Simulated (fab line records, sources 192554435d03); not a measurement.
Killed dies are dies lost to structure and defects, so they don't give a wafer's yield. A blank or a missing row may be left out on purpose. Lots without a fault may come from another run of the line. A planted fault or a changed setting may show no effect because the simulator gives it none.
fab line records | flow n5_finfet
record lots=15 wafers=44 last_day=19
route steps=1938 shown BEOL_M2@916 BEOL_M3@931 BEOL_M4@1111
lots that met no fault: from a run of the same line without faults
start_h: hours from the record's first day to the start of the lot's first wafer shown | wait_h: hours since the lot's step before | " the same as in the row above | L1.1+2: a row that stands for several wafers | - no value, or no start given | * or withheld: withheld | < > ~ a bound
route shown NAME@n: a module of which the file shows steps, and the number in the route of the first | usual: mean/standard deviation of fault-free wafers | same: alike in all rows | chamber/n: place in a boat | sites: the reading at each site | _std_site: their standard deviation | _edge_site: outer sites' mean less inner sites' | radius_mm: how far each site lies from the wafer's centre | mask NAME#n: copy n | behind: the tool/chamber that last shaped the wafer | hold: why the lot was held/for how many hours/how that ended | device: the transistor (n, p or np) that didn't switch | end of line: the same wafers' tests at the end of the route | a step without rows: its recipe alone | killed: dies lost to structure and defects at the first sort, not the wafer's yield | map: a wafer's dies, x killed, . not, _ none there
set.NAME: the setting as run; set.NAME@STEP: as run at that earlier step | model.NAME: the simulator's own value behind a step, which no gauge read
steps of the route over a sample of lots; a table a step, a row a wafer
services: from which hour (start_h, from the record's first day; less than 0 if before it) a tool's chamber was out of use, for how many hours, and why
## steps
# step N5_BEOL_M2_SPUTTER_92
# recipe material=Cu target_thk_a=45 temp_c=-20 chamber_pressure_pa=0.07 power_w=withheld time_s=8.29
# usual susceptor_temp_C=-19.98/0.11 throttle_valve_pct=30.1/0.89
# columns lot.wafer tool chamber start_h wait_h susceptor_temp_C throttle_valve_pct
L720.1 pvd_sputter-01 - 173.85 0.1 -20.20 28.5
L720.2 " - " " -19.82 30.4
L720.6 " - " " -19.93 30.1
L718.1 pvd_sputter-02 - 173.96 0.1 -19.89 29.8
L718.2 " - " " -19.92 30.0
L718.6 " - " " -19.87 29.9
L719.2 pvd_sputter-03 - 177.35 0.1 -20.08 30.7
L719.3 " - " " -20.00 31.3
L719.4 " - " " -19.86 30.5
L722.1 pvd_sputter-01 - 178.06 0.1 -20.12 30.3
L722.2 " - " " -20.20 29.5
L722.6 " - " " -20.03 30.2
L721.3 pvd_sputter-03 - 179.19 0.1 -19.91 32.1
L721.4 " - " " -20.08 30.9
L721.6 " - " " -19.95 30.7
L723.2 pvd_sputter-02 - 180.54 0.1 -20.07 30.9
L723.3 " - " " -19.81 29.7
L723.5 " - " " -20.18 30.8
L724.2 pvd_sputter-02 - 190.36 0.1 -20.00 30.8
L724.5 " - " " -19.92 29.2
L724.6 " - " " -19.94 29.8
L726.1 pvd_sputter-01 - 206.97 0.1 -19.87 30.4
L726.3 " - " " -20.01 29.3
L726.6 " - " " -19.71 28.4
L728.4 pvd_sputter-02 - 224.58 0.1 -19.87 29.7
L728.5 " - " " -20.01 29.7
L728.6 " - " " -19.93 30.6
L729.1 pvd_sputter-02 - 240.64 0.1 -20.17 30.0
L729.3 " - " " -20.00 30.9
L729.5 " - " " -19.98 29.4
L731.3 pvd_sputter-01 - 240.69 0.1 -19.83 30.3
L731.4 " - " " -19.77 28.3
L731.6 " - " " -19.75 30.1
L732.1 pvd_sputter-02 - 242.70 0.1 -19.85 29.6
L732.4 " - " " -19.96 29.9
L732.6 " - " " -20.12 29.7
L734.1 pvd_sputter-01 - 244.59 0.1 -19.83 29.6
L734.4 " - " " -19.83 30.5
L734.5 " - " " -20.02 28.3
L738.4 pvd_sputter-02 - 270.99 0.1 -20.08 29.7
L738.5 " - " " -20.04 30.1
L739.1 pvd_sputter-01 - 295.72 0.1 -20.27 30.5
L739.2 " - " " -19.95 28.5
L739.5 " - " " -19.88 30.3
# step N5_BEOL_M2_THK_MEAS_53
# recipe thk_meas_gauge=xrf reads=Cu_of_BEOL_M2_ECD_50
# usual M2_THK=39.9/1.7
# columns lot.wafer tool chamber start_h wait_h M2_THK[nm]
L720.1 film_metro-02 - 175.10 - 39.2
L720.2 " - " " 42.5
L720.6 " - " " 38.5
L718.1 film_metro-02 - 175.28 - 39.1
L718.2 " - " " 39.9
L718.6 " - " " 41.2
L719.2 film_metro-02 - 178.57 - 38.9
L719.3 " - " " 39.0
L719.4 " - " " 37.9
L722.1 film_metro-02 - 179.31 - 39.1
L722.2 " - " " 39.9
L722.6 " - " " 39.9
L721.3 film_metro-02 - 180.71 - 38.8
L721.4 " - " " 41.9
L721.6 " - " " 37.0
L723.2 film_metro-02 - 181.79 - 38.0
L723.3 " - " " 41.3
L723.5 " - " " 41.9
L724.2 film_metro-02 - 191.73 - 40.3
L724.5 " - " " 38.2
L724.6 " - " " 39.3
L726.1 film_metro-02 - 208.20 - 38.6
L726.3 " - " " 40.9
L726.6 " - " " 39.5
L728.4 film_metro-01 - 225.81 - 41.6
L728.5 " - " " 41.4
L728.6 " - " " 41.1
L729.1 film_metro-02 - 241.86 - 39.8
L729.3 " - " " 41.3
L729.5 " - " " 39.2
L731.3 film_metro-01 - 242.09 - 38.7
L731.4 " - " " 38.7
L731.6 " - " " 38.2
L732.1 film_metro-02 - 243.92 - 38.6
L732.4 " - " " 38.3
L732.6 " - " " 41.5
L734.1 film_metro-02 - 245.82 - 39.7
L734.4 " - " " 39.4
L734.5 " - " " 38.5
L738.4 film_metro-02 - 272.22 - 40.0
L738.5 " - " " 39.4
L739.1 film_metro-02 - 296.95 - 39.4
L739.2 " - " " 40.9
L739.5 " - " " 43.6
# step N5_BEOL_M3_ILD_DEP_00
# recipe material=SiOC target_thk_a=790 temp_c=350 precursor=DEMS/O2 pressure_torr=5 rf_w=500 time_s=15.3
# usual heater_power_w=481/56 showerhead_plenum_p_Torr=5.702/0.016 susceptor_temp_C=350.01/0.21 throttle_valve_pct=11.8/0.61
# columns lot.wafer tool chamber start_h wait_h heater_power_w showerhead_plenum_p_Torr susceptor_temp_C throttle_valve_pct
L720.1 pecvd-01 1 175.42 0.0 487 5.714 350.28 11.8
L720.2 " 0 " " 448 5.684 350.33 12.0
L720.6 " 2 " " 549 5.681 349.81 11.6
L718.1 pecvd-01 2 175.60 0.0 592 5.690 349.84 11.6
L718.2 " 0 " " 466 5.693 350.22 12.0
L718.6 " 0 " " 360 5.666 350.02 12.0
L719.2 pecvd-04 2 178.91 0.0 543 5.677 350.19 11.6
L719.3 " 0 " " 467 5.725 349.94 12.4
L719.4 " 0 " " 448 5.712 350.08 12.4
L722.1 pecvd-01 1 179.63 0.0 549 5.693 349.73 11.4
L722.2 " 2 " " 637 5.681 350.05 11.6
L722.6 " 2 " " 632 5.694 350.08 11.5
L721.3 pecvd-02 1 181.03 0.0 425 5.678 350.06 11.8
L721.4 " 0 " " 503 5.712 350.07 11.3
L721.6 " 2 " " 494 5.713 349.80 11.0
L723.2 pecvd-04 1 182.11 0.0 518 5.708 349.88 13.4
L723.3 " 0 " " 427 5.727 350.15 12.4
L723.5 " 2 " " 491 5.704 350.09 11.6
L724.2 pecvd-01 1 192.05 0.0 483 5.707 350.04 11.6
L724.5 " 1 " " 489 5.711 349.96 11.8
L724.6 " 2 " " 551 5.700 350.02 11.6
L726.1 pecvd-04 1 208.55 0.0 434 5.705 350.34 13.4
L726.3 " 2 " " 458 5.697 350.54 11.9
L726.6 " 2 " " 466 5.693 350.18 12.0
L728.4 pecvd-04 0 226.18 0.1 429 5.728 349.91 12.3
L728.5 " 2 " " 451 5.703 350.13 11.7
L728.6 " 0 " " 442 5.722 349.75 12.4
L729.1 pecvd-01 0 242.19 0.0 443 5.674 350.21 12.1
L729.3 " 2 " " 572 5.686 350.31 10.8
L729.5 " 1 " " 513 5.709 350.04 11.6
L731.3 pecvd-04 0 242.46 0.1 476 5.709 350.03 12.5
L731.4 " 2 " " 507 5.673 350.50 12.2
L731.6 " 2 " " 538 5.707 349.56 11.9
L732.1 pecvd-02 1 244.28 0.0 416 5.666 349.47 11.8
L732.4 " 1 " " 431 5.690 349.57 11.5
L732.6 " 0 " " 431 5.709 350.04 11.8
L734.1 pecvd-02 2 246.15 0.0 475 5.703 350.22 10.7
L734.4 " 0 " " 507 5.707 350.03 11.6
L734.5 " 1 " " 371 5.679 349.78 12.1
L738.4 pecvd-02 2 272.61 0.1 538 5.704 350.05 11.0
L738.5 " 1 " " 425 5.692 350.06 11.8
L739.1 pecvd-02 0 297.33 0.0 423 5.699 350.16 11.7
L739.2 " 1 " " 405 5.684 350.01 11.9
L739.5 " 2 " " 513 5.709 350.03 11.2
# step N5_BEOL_M3_ETCH_63
# recipe chemistry=CF4 target=SiARC target_depth_a=156 mask_material=CAR-EUV time_s=26 ion_energy_ev=80 pressure_mtorr=40 source_w=545 bias_w=36 Ar_flow_sccm=100 cf4_flow_sccm=100 ends=cleared
# usual bias_w=36.01/0.1 cf4_flow_sccm=100.0/0.3 drypump_motor_current_A=5.6/0.43 etch_rf_on_time_s=26.3/0.82 oes_product_au=0.68/0.091 rf_vpp_V=184.3/1.1 showerhead_plenum_p_Torr=2.16/0.067 throttle_valve_pct=15.6/0.32
# columns lot.wafer tool chamber start_h wait_h bias_w cf4_flow_sccm drypump_motor_current_A etch_rf_on_time_s oes_product_au rf_hours_counter_h rf_vpp_V showerhead_plenum_p_Torr throttle_valve_pct
L720.1 rie_diel-02 1 176.54 0.0 36.04 99.9 5.8 26.3 0.62 179 184.8 2.22 15.9
L720.2 " 2 " " 36.04 100.1 5.6 25.8 0.59 242 185.4 2.12 16.1
L720.6 " 3 " " 35.98 100.2 5.4 26.2 0.76 - 184.9 2.27 15.4
L718.1 rie_diel-02 0 176.82 0.0 36.15 100.2 6.0 27.5 0.62 185 185.0 2.14 15.8
L718.2 " 2 " " 36.00 99.8 5.7 25.9 0.59 242 183.2 2.12 16.1
L718.6 " 3 " " 36.12 100.2 5.4 26.2 0.76 - 184.5 2.27 15.4
L719.2 rie_diel-02 2 181.79 0.0 36.10 100.0 5.7 25.5 0.59 244 183.4 2.12 16.1
L719.3 " 3 " " 36.25 100.0 5.3 25.7 0.76 32 185.3 2.26 15.4
L719.4 " 1 " " 36.01 100.0 5.9 26.4 0.61 181 184.0 2.22 15.9
L722.1 rie_diel-05 1 181.96 0.0 35.89 99.8 5.5 27.3 0.58 211 184.1 2.10 15.6
L722.2 " 3 " " 36.06 100.2 5.3 25.5 0.59 240 183.5 2.10 16.0
L722.6 " 1 " " 36.14 100.5 5.5 27.2 0.58 - 184.1 2.10 15.6
L721.3 rie_diel-05 0 182.19 0.0 36.05 99.5 6.5 26.8 0.60 193 184.6 2.21 15.9
L721.4 " 3 " " 36.27 100.2 5.3 25.2 0.59 240 184.2 2.10 16.0
L721.6 " 0 " " 36.12 99.7 6.4 26.7 0.60 - 184.2 2.21 15.9
L723.2 rie_diel-02 1 182.99 0.0 36.11 100.3 5.8 26.8 0.61 181 184.4 2.22 15.9
L723.3 " 2 " " 35.87 100.1 5.7 25.8 0.59 244 184.9 2.12 16.1
L723.5 " 0 " " 35.97 100.3 6.0 27.3 0.62 - 184.5 2.14 15.8
L724.2 rie_diel-05 2 194.60 0.0 35.73 99.4 5.7 26.1 0.79 22 183.3 2.09 15.2
L724.5 " 2 " " 36.04 99.4 5.8 25.8 0.79 - 183.5 2.09 15.2
L724.6 " 1 " " 35.96 99.6 5.5 27.7 0.58 - 183.0 2.10 15.7
L726.1 rie_diel-02 0 211.82 0.0 36.03 100.3 6.0 27.5 0.62 196 184.5 2.13 15.8
L726.3 " 1 " " 35.94 100.3 5.9 26.5 0.61 188 184.1 2.22 15.9
L726.6 " 1 " " 35.99 100.2 5.9 26.7 0.61 - 183.1 2.22 15.9
L728.4 rie_diel-02 1 228.37 0.0 35.93 100.1 5.9 26.7 0.61 195 184.7 2.21 15.9
L728.5 " 0 " " 36.05 99.8 6.1 27.0 0.61 - 183.1 2.13 15.8
L728.6 " 3 " " 36.02 100.2 5.4 26.3 0.73 - 184.7 2.26 15.4
L729.1 rie_diel-04 0 243.13 0.0 36.01 100.8 5.3 26.4 0.76 27 185.7 2.26 15.1
L729.3 " 3 " " 35.96 99.8 5.0 26.8 0.72 46 183.0 2.17 15.1
L729.5 " 2 " " 36.09 100.0 4.9 25.1 0.69 - 183.8 2.15 15.6
L731.3 rie_diel-02 2 243.58 0.0 - - - - - - - - -
L731.4 " 0 " " - - - - - - - - -
L731.6 " 1 " " - - - - - - - - -
L732.1 rie_diel-05 2 246.22 0.0 - - - - - - - - -
L732.4 " 2 " " - - - - - - - - -
L732.6 " 1 " " - - - - - - - - -
L734.1 rie_diel-05 2 247.51 0.0 - - - - - - - - -
L734.4 " 0 " " - - - - - - - - -
L734.5 " 0 " " - - - - - - - - -
L738.4 rie_diel-04 1 273.82 0.0 35.79 99.9 6.2 25.8 0.86 - 186.4 2.31 15.6
L738.5 " 3 " " 36.05 99.8 5.0 26.7 0.71 - 183.6 2.17 15.1
L739.1 rie_diel-02 2 298.07 0.0 36.09 99.9 5.7 25.0 0.80 17 183.0 2.11 15.6
L739.2 " 0 " " 35.89 100.0 6.0 27.1 0.60 225 184.5 2.12 15.9
L739.5 " 1 " " 36.17 100.2 5.9 26.6 0.59 - 184.8 2.21 15.9
# step N5_BEOL_M3_ETCH_64
# recipe chemistry=N2/H2 target=SOC target_depth_a=750 overetch_a=150 mask_material=SiARC temp_c=40 time_s=112.5 ion_energy_ev=200 pressure_mtorr=30 source_w=840 bias_w=150 n2_flow_sccm=200 h2_flow_sccm=200
# usual bias_w=150.0/0.4 chamber_pressure_mTorr=30.000/0.027 drypump_motor_current_A=5.6/0.43 oes_product_au=0.63/0.078 rf_vpp_V=524.7/2.5 showerhead_plenum_p_Torr=2.58/0.084 throttle_valve_pct=17.9/0.34
# columns lot.wafer tool chamber start_h wait_h bias_w chamber_pressure_mTorr drypump_motor_current_A oes_product_au rf_hours_counter_h rf_vpp_V showerhead_plenum_p_Torr throttle_valve_pct
L720.1 rie_diel-02 1 176.57 0.0 149.7 30.033 5.9 0.59 179 526.2 2.66 18.3
L720.2 " 2 " " 149.5 30.017 5.7 0.55 242 522.0 2.50 18.2
L720.6 " 3 " " 149.9 29.965 5.4 0.71 - 527.8 2.72 17.7
L718.1 rie_diel-02 0 176.85 0.0 150.7 30.008 6.0 0.59 185 524.8 2.52 18.0
L718.2 " 2 " " 150.0 30.012 5.7 0.55 242 523.4 2.51 18.2
L718.6 " 3 " " 149.8 29.994 5.4 0.71 - 529.2 2.72 17.8
L719.2 rie_diel-02 2 181.82 0.0 150.1 30.001 5.7 0.55 244 523.4 2.50 18.2
L719.3 " 3 " " 150.1 30.022 5.4 0.71 32 527.4 2.72 17.7
L719.4 " 1 " " 150.4 29.996 5.9 0.58 181 526.5 2.66 18.2
L722.1 rie_diel-05 1 181.99 0.0 150.0 29.964 5.5 0.56 211 523.6 2.54 18.0
L722.2 " 3 " " 149.9 30.025 5.3 0.54 240 522.8 2.52 18.4
L722.6 " 1 " " 149.4 29.988 5.6 0.56 - 522.1 2.54 18.0
L721.3 rie_diel-05 0 182.22 0.0 149.9 30.002 6.5 0.57 193 526.4 2.62 18.1
L721.4 " 3 " " 150.1 29.947 5.3 0.54 240 521.9 2.52 18.4
L721.6 " 0 " " 150.0 30.011 6.5 0.58 - 525.2 2.62 18.1
L723.2 rie_diel-02 1 183.01 0.0 150.5 30.013 5.8 0.58 181 526.1 2.66 18.3
L723.3 " 2 " " 149.8 29.974 5.7 0.54 244 523.4 2.50 18.2
L723.5 " 0 " " 150.3 30.000 6.0 0.59 - 523.7 2.52 18.0
L724.2 rie_diel-05 2 194.63 0.0 151.1 30.020 5.7 0.73 22 523.4 2.49 17.5
L724.5 " 2 " " 150.9 30.042 5.8 0.73 - 522.3 2.49 17.5
L724.6 " 1 " " 149.4 30.028 5.5 0.55 - 521.8 2.54 18.0
L726.1 rie_diel-02 0 211.84 0.0 150.1 29.995 6.0 0.59 196 523.5 2.52 18.0
L726.3 " 1 " " 150.4 29.988 5.9 0.58 188 525.8 2.65 18.3
L726.6 " 1 " " 150.2 30.021 5.9 0.57 - 525.9 2.65 18.3
L728.4 rie_diel-02 1 228.40 0.0 149.8 30.004 5.8 0.57 195 527.1 2.65 18.3
L728.5 " 0 " " 149.9 29.942 6.0 0.58 - 523.3 2.52 18.0
L728.6 " 3 " " 150.0 29.972 5.4 0.68 - 528.3 2.71 17.8
L729.1 rie_diel-04 0 243.16 0.0 150.3 29.970 5.3 0.72 27 528.4 2.67 17.2
L729.3 " 3 " " 149.6 30.018 5.0 0.69 46 525.7 2.58 17.4
L729.5 " 2 " " 150.1 30.006 4.9 0.62 - 525.3 2.57 17.7
L731.3 rie_diel-02 2 243.61 0.0 150.0 30.023 5.7 0.36 5 523.1 2.50 17.7
L731.4 " 0 " " 150.3 29.968 6.1 0.28 207 522.8 2.52 18.0
L731.6 " 1 " " 150.1 29.999 5.9 0.27 - 525.7 2.65 18.2
L732.1 rie_diel-05 2 246.25 0.0 150.0 30.033 5.8 0.34 40 522.7 2.49 17.5
L732.4 " 2 " " 150.2 30.012 5.8 0.33 - 521.6 2.49 17.5
L732.6 " 1 " " 149.7 30.016 5.5 0.26 - 521.1 2.53 18.0
L734.1 rie_diel-05 2 247.54 0.0 150.3 29.999 5.8 0.34 40 523.3 2.49 17.5
L734.4 " 0 " " 149.6 29.984 6.4 0.27 213 525.1 2.61 18.1
L734.5 " 0 " " 149.8 29.952 6.5 0.26 - 526.7 2.61 18.1
L738.4 rie_diel-04 1 273.88 0.1 150.4 29.987 6.2 0.79 - 530.8 2.72 17.8
L738.5 " 3 " " 149.8 30.032 5.0 0.67 - 525.5 2.58 17.4
L739.1 rie_diel-02 2 298.10 0.0 149.6 29.998 5.7 0.73 17 523.8 2.49 17.8
L739.2 " 0 " " 150.3 30.007 6.0 0.57 225 523.8 2.51 18.1
L739.5 " 1 " " 150.1 29.969 5.9 0.56 - 525.8 2.64 18.3
# step N5_BEOL_M3_HM_OPEN_17
# recipe chemistry=Cl2/BCl3 target_depth_a=200 overetch_a=60 target=TiN mask_material=SOC ion_energy_ev=150 pressure_mtorr=10 icp_w=1000 bias_w=126 Cl2_flow_sccm=53.25 bcl3_flow_sccm=21.75 Ar_flow_sccm=25
# usual bias_w=126.1/0.33 drypump_motor_current_A=5.65/0.27 he_backside_leak_sccm=3.56/0.22 oes_product_au=0.69/0.074 throttle_valve_pct=21.98/0.16
# columns lot.wafer tool chamber start_h wait_h bias_w drypump_motor_current_A he_backside_leak_sccm oes_product_au rf_hours_counter_h throttle_valve_pct
L720.1 rie_metal-02 0 176.74 0.0 125.6 6.13 3.32 0.74 14 22.01
L720.2 " 1 " " 126.2 5.51 3.60 0.72 26 21.82
L720.6 " 0 " " 125.8 6.12 3.22 0.74 - 22.00
L718.1 rie_metal-02 0 177.02 0.0 126.4 6.11 3.34 0.74 14 22.00
L718.2 " 1 " " 125.9 5.50 3.40 0.71 26 21.84
L718.6 " 0 " " 125.8 6.12 3.29 0.74 - 22.02
L719.2 rie_metal-03 0 181.99 0.0 125.9 5.64 3.40 0.77 11 21.89
L719.3 " 0 " " 125.8 5.66 3.47 0.77 - 21.88
L719.4 " 1 " " 126.2 5.67 3.69 0.65 - 22.00
L722.1 rie_metal-01 0 182.16 0.0 126.2 5.04 3.72 0.50 150 22.44
L722.2 " 0 " " 125.6 5.03 3.74 0.49 - 22.45
L722.6 " 0 " " 125.9 5.03 3.71 0.50 - 22.43
L721.3 rie_metal-02 1 182.41 0.1 125.7 5.48 3.43 0.72 - 21.81
L721.4 " 0 " " 125.5 6.14 3.56 0.74 - 22.01
L721.6 " 1 " " 125.8 5.50 3.37 0.72 - 21.82
L723.2 rie_metal-03 1 183.18 0.0 126.2 5.64 3.71 0.66 40 21.99
L723.3 " 1 " " 126.1 5.66 3.83 0.66 - 22.00
L723.5 " 0 " " 126.2 5.66 3.53 0.78 - 21.86
L724.2 rie_metal-02 1 194.80 0.0 126.0 5.50 3.34 0.71 27 21.83
L724.5 " 1 " " 126.2 5.50 3.73 0.70 - 21.85
L724.6 " 0 " " 126.2 6.07 3.38 0.73 - 22.01
L726.1 rie_metal-03 0 212.01 0.0 126.5 5.64 3.52 0.75 13 21.90
L726.3 " 0 " " 126.2 5.63 3.52 0.76 - 21.88
L726.6 " 1 " " 126.7 5.67 3.56 0.64 - 22.01
L728.4 rie_metal-03 0 228.60 0.1 126.1 5.65 3.40 0.76 - 21.88
L728.5 " 1 " " 126.7 5.65 3.76 0.65 - 22.00
L728.6 " 0 " " 126.5 5.66 3.28 0.76 - 21.88
L729.1 rie_metal-02 1 243.33 0.0 126.3 5.49 3.68 0.70 32 21.83
L729.3 " 0 " " 126.0 6.13 3.20 0.73 - 22.01
L729.5 " 1 " " 126.1 5.51 5.31 0.70 - 21.85
L731.3 rie_metal-03 1 243.81 0.1 126.0 5.63 3.59 0.28 - 22.66
L731.4 " 0 " " 125.3 5.65 3.36 0.34 - 22.55
L731.6 " 0 " " 125.8 5.65 3.50 0.34 - 22.54
L732.1 rie_metal-02 0 246.41 0.0 125.6 6.10 3.27 0.32 21 22.64
L732.4 " 1 " " 125.9 5.50 3.68 0.31 - 22.49
L732.6 " 0 " " 125.3 6.10 3.42 0.32 - 22.65
L734.1 rie_metal-03 1 247.70 0.0 125.2 5.67 3.75 0.28 45 22.65
L734.4 " 1 " " 125.6 5.64 3.95 0.28 - 22.66
L734.5 " 0 " " 126.0 5.66 3.65 0.33 - 22.55
L738.4 rie_metal-03 1 274.03 0.1 125.5 5.66 3.64 0.64 - 22.01
L738.5 " 1 " " 126.3 5.66 3.65 0.65 - 22.00
L739.1 rie_metal-03 0 298.27 0.0 126.5 5.64 3.66 0.73 18 21.92
L739.2 " 1 " " 125.8 5.65 3.73 0.63 48 22.02
L739.5 " 0 " " 126.0 5.67 3.59 0.74 - 21.91
# step N5_BEOL_M3_CD_MEAS_18
# recipe pitch_nm=36 target_cd_nm=18
# usual cd_nm=17.9/0.37
# columns lot.wafer tool chamber start_h wait_h cd_nm
L720.1 cd_sem-01 - 176.92 0.0 17.9
L720.2 " - " " 18.2
L720.6 " - " " 18.3
L718.1 cd_sem-01 - 177.20 0.0 18.0
L718.2 " - " " 17.8
L718.6 " - " " 18.0
L719.2 cd_sem-03 - 182.17 0.1 18.0
L719.3 " - " " 18.7
L719.4 " - " " 18.0
L722.1 cd_sem-02 - 182.43 0.0 17.4
L722.2 " - " " 17.4
L722.6 " - " " 17.4
L721.3 cd_sem-03 - 182.57 0.1 17.2
L721.4 " - " " 17.6
L721.6 " - " " 17.5
L723.2 cd_sem-01 - 183.36 0.1 17.4
L723.3 " - " " 18.0
L723.5 " - " " 18.2
L724.2 cd_sem-02 - 194.98 0.1 18.0
L724.5 " - " " 17.8
L724.6 " - " " 17.9
L726.1 cd_sem-02 - 212.25 0.0 17.8
L726.3 " - " " 17.3
L726.6 " - " " 17.3
L728.4 cd_sem-01 - 228.75 0.0 18.7
L728.5 " - " " 18.4
L728.6 " - " " 18.4
L729.1 cd_sem-03 - 243.56 0.0 17.4
L729.3 " - " " 17.8
L729.5 " - " " 17.6
L731.3 cd_sem-02 - 244.13 0.1 -
L731.4 " - " " -
L731.6 " - " " -
L732.1 cd_sem-02 - 246.60 0.0 -
L732.4 " - " " -
L732.6 " - " " -
L734.1 cd_sem-03 - 247.88 0.0 -
L734.4 " - " " -
L734.5 " - " " -
L738.4 cd_sem-02 - 274.19 0.1 17.9
L738.5 " - " " 18.0
L739.1 cd_sem-01 - 298.46 0.1 18.3
L739.2 " - " " 17.5
L739.5 " - " " 18.7
# step N5_BEOL_M4_RC_MEAS_101
# usual DIBL_N=36.6/2.1 DIBL_P=36.5/2.7 IOFF_N=0.17/0.043 IOFF_P=0.22/0.045 ION_N=674/17 ION_P=461/9.9 SS_N=71.7/0.79 SS_P=73.4/0.79 VT_N=249/4 VT_P=-250/3.3
# columns lot.wafer tool chamber start_h wait_h DIBL_N[mV/V] DIBL_P[mV/V] IOFF_N[nA/um] IOFF_P[nA/um] ION_N[uA/um] ION_P[uA/um] SS_N[mV/dec] SS_P[mV/dec] VT_N[mV] VT_P[mV]
L720.1 prober-01 0 194.77 0.0 39.7 39.8 0.19 0.27 657 452 71.8 75.0 249 -248
L720.2 " 0 " " 36.1 32.2 0.13 0.15 644 439 70.9 72.2 254 -255
L720.6 " 0 " " 35.1 33.3 0.12 0.17 645 449 70.6 72.6 254 -255
L718.1 prober-02 0 194.93 0.0 40.5 39.4 0.23 0.26 695 463 73.2 74.4 247 -250
L718.2 " 0 " " 37.7 35.1 0.17 0.19 676 454 72.8 73.9 250 -254
L718.6 " 0 " " 38.3 37.4 0.20 0.23 693 464 72.4 73.9 248 -248
L719.2 prober-02 0 200.10 0.2 34.9 34.8 0.16 0.26 695 487 71.3 72.6 249 -244
L719.3 " 0 " " 35.6 34.2 0.17 0.25 653 460 71.6 73.1 250 -245
L719.4 " 0 " " 36.0 34.3 0.17 0.25 679 465 71.9 73.2 248 -246
L722.1 prober-02 0 208.94 0.0 39.1 38.8 0.20 0.23 668 454 72.6 73.9 249 -251
L722.2 " 0 " " 41.6 42.6 0.28 0.30 695 467 72.6 74.9 243 -248
L722.6 " 0 " " 41.1 42.1 0.23 0.28 702 472 72.1 74.9 247 -249
L723.2 prober-01 0 209.24 0.2 35.3 37.4 0.13 0.21 659 456 71.8 73.9 252 -251
L723.3 " 0 " " 32.8 33.5 0.10 0.16 664 462 70.7 72.6 256 -254
L723.5 " 0 " " 32.1 33.0 0.10 0.15 662 459 71.0 72.1 257 -254
L721.3 prober-02 0 215.73 0.3 39.5 41.3 0.25 0.30 692 469 73.0 74.9 244 -246
L721.4 " 0 " " 39.0 40.2 0.25 0.30 689 468 72.0 74.1 242 -245
L721.6 " 0 " " 37.1 36.6 0.20 0.23 687 465 72.0 73.9 248 -246
L724.2 prober-01 0 218.80 0.2 35.0 36.0 0.16 0.23 689 474 71.0 73.7 247 -247
L724.5 " 0 " " 36.8 37.5 0.17 0.24 670 458 71.2 73.5 249 -247
L724.6 " 0 " " 34.8 35.0 0.15 0.20 680 468 70.5 72.8 250 -251
L726.1 prober-01 0 238.49 0.0 34.5 33.8 0.13 0.18 659 460 70.8 72.9 251 -249
L726.3 " 0 " " 34.3 34.0 0.12 0.19 660 457 70.2 73.5 255 -249
L726.6 " 0 " " 35.6 36.4 0.15 0.24 678 473 71.4 73.6 251 -247
L728.4 prober-01 0 250.24 0.5 34.9 33.3 0.14 0.17 683 465 71.6 72.3 252 -248
L728.5 " 0 " " 35.6 34.0 0.16 0.19 686 470 71.4 72.0 248 -248
L728.6 " 0 " " 36.1 35.9 0.15 0.21 680 467 71.4 73.3 251 -246
L729.1 prober-02 0 269.86 0.0 35.7 36.7 0.15 0.22 667 466 71.7 73.9 253 -248
L729.3 " 0 " " 36.4 37.6 0.16 0.24 666 466 71.9 73.5 252 -247
L729.5 " 0 " " 35.5 36.8 0.14 0.22 673 465 70.7 73.5 252 -249
L739.1 prober-02 0 320.30 0.0 38.0 35.3 0.19 0.20 693 467 72.9 73.4 246 -252
L739.2 " 0 " " 37.7 35.8 0.16 0.20 654 445 71.8 73.4 251 -252
L739.5 " 0 " " 35.5 33.8 0.14 0.17 680 472 71.3 73.6 251 -252
L738.4 prober-02 0 340.96 0.5 34.8 32.7 0.12 0.14 672 456 70.9 72.0 254 -254
L738.5 " 0 " " 33.9 32.3 0.10 0.14 645 446 70.4 72.4 257 -256
## services
# columns tool chamber start_h hours kind
pvd_sputter-02 - 152.82 8.3 repair
rie_metal-03 1 165.66 1.4 repair
rie_diel-02 2 167.26 2.7 repair
rie_diel-04 3 171.42 1.6 repair
rie_metal-01 - 188.23 0.6 repair
rie_diel-04 1 190.80 1.3 repair
pecvd-01 0 196.20 4.1 repair
rie_diel-02 2 204.99 - clean
rie_diel-02 2 204.99 - consumable_replace:focus_ring
rie_diel-02 2 204.99 19.7 scheduled_down
rie_diel-02 2 204.99 19.7 vent_cycle
rie_diel-05 3 222.62 - clean
rie_diel-05 3 222.62 - consumable_replace:focus_ring
rie_diel-05 3 222.62 24.3 scheduled_down
rie_diel-05 3 222.62 24.3 vent_cycle
pecvd-04 1 225.77 26.1 repair
rie_diel-05 - 229.87 0.2 repair
rie_metal-03 - 254.30 4.3 pm
pecvd-02 - 256.38 0.4 repair
rie_metal-01 - 261.70 2.3 repair
pecvd-01 - 262.33 14.6 pm
rie_metal-01 - 265.24 2.8 pm
rie_diel-02 2 266.68 5.1 repair
rie_metal-01 - 296.78 2.4 repair
## key
first_sign step=N5_BEOL_M3_ETCH_63 reading=tool_record direction=missing
effect step=N5_BEOL_M3_ETCH_64 reading=oes_product_au direction=down sigmas=4.3 usual=0.63 struck=0.30
effect step=N5_BEOL_M3_HM_OPEN_17 reading=oes_product_au direction=down sigmas=5.1 usual=0.69 struck=0.31
effect step=N5_BEOL_M3_CD_MEAS_18 reading=cd_nm direction=missing
met_at N5_BEOL_M3_ETCH_63
struck_lots L731,L732,L734
later_rows_left_out L731.3,L731.4,L731.6,L732.1,L732.4,L732.6,L734.1,L734.4,L734.5
sort_left_out L731.3,L731.4,L731.6,L732.1,L732.4,L732.6,L734.1,L734.4,L734.5
not_acting_at N5_BEOL_M2_SPUTTER_92,N5_BEOL_M2_THK_MEAS_53,N5_BEOL_M3_ILD_DEP_00
onset_between 228.37 243.58
fault kind=skipped_step_whole tool=rie_diel-02,rie_diel-05 chamber=- onset_h=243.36 steps=N5_BEOL_M3_ETCH_63 scope=struck_lots_only
# sort_left_out: the simulated sort isn't trusted on such a fault, so these wafers' sort isn't shown, and their yield isn't known
# later_rows_left_out: the simulator's readings of these wafers behind a module that went badly wrong aren't trusted and aren't shown, but for the sort
